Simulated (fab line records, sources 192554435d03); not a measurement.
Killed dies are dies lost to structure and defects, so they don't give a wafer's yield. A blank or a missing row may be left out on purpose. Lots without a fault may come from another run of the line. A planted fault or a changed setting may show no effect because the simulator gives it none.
Which tool did it? | flow n5_finfet | 11 lots, 33 wafers sampled, at 1 step of a route of 1938

WHAT THE GAUGES READ, wafer by wafer
N5_BEOL_M12_INSPECT_55: inspects for defects (darkfield).
lot  | measured     | on                | raw_defect_count
L463 | day 11 13:43 | defect_inspect-01 | 79 75 68
L467 | day 11 23:47 | defect_inspect-01 | 45 38 38
L466 | day 12 00:02 | defect_inspect-02 | 53 70 65
L468 | day 12 00:34 | defect_inspect-02 | 101 91 77
L471 | day 13 08:31 | defect_inspect-02 | 84 75 135
L474 | day 14 00:38 | defect_inspect-01 | 46 59 60
L477 | day 14 08:04 | defect_inspect-01 | 82 86 88
L476 | day 14 08:25 | defect_inspect-02 | 170 120 136
L475 | day 14 16:11 | defect_inspect-01 | 96 84 91
L479 | day 14 16:22 | defect_inspect-02 | 105 96 58
L483 | day 16 02:58 | defect_inspect-01 | 105 56 64

WHICH TOOL RAN EACH LOT (tool, then ch and the chambers of the sampled wafers, then the start)
The record holds no process step before these readings.

THE ANSWER, worked out from the rows above alone
Rule: what is usual is taken from the lots themselves. Put in order of their means at a reading, lots are off if they are a third of the lots or fewer, leave a main group of 4 or more, and stand apart from it by a gap of 3 or more times the standard deviation of the main group's means; of several such gaps the widest counts. A main group whose means are all the same, to the digits that the tables above print for the reading, isn't used. A lot without any number at a reading at which 4 lots or more have one is off too. The other lots that the step has rows for count as sound.
No lot is off at any reading shown: from this, nothing can be told.

WHAT THE SIMULATOR HAD PUT IN
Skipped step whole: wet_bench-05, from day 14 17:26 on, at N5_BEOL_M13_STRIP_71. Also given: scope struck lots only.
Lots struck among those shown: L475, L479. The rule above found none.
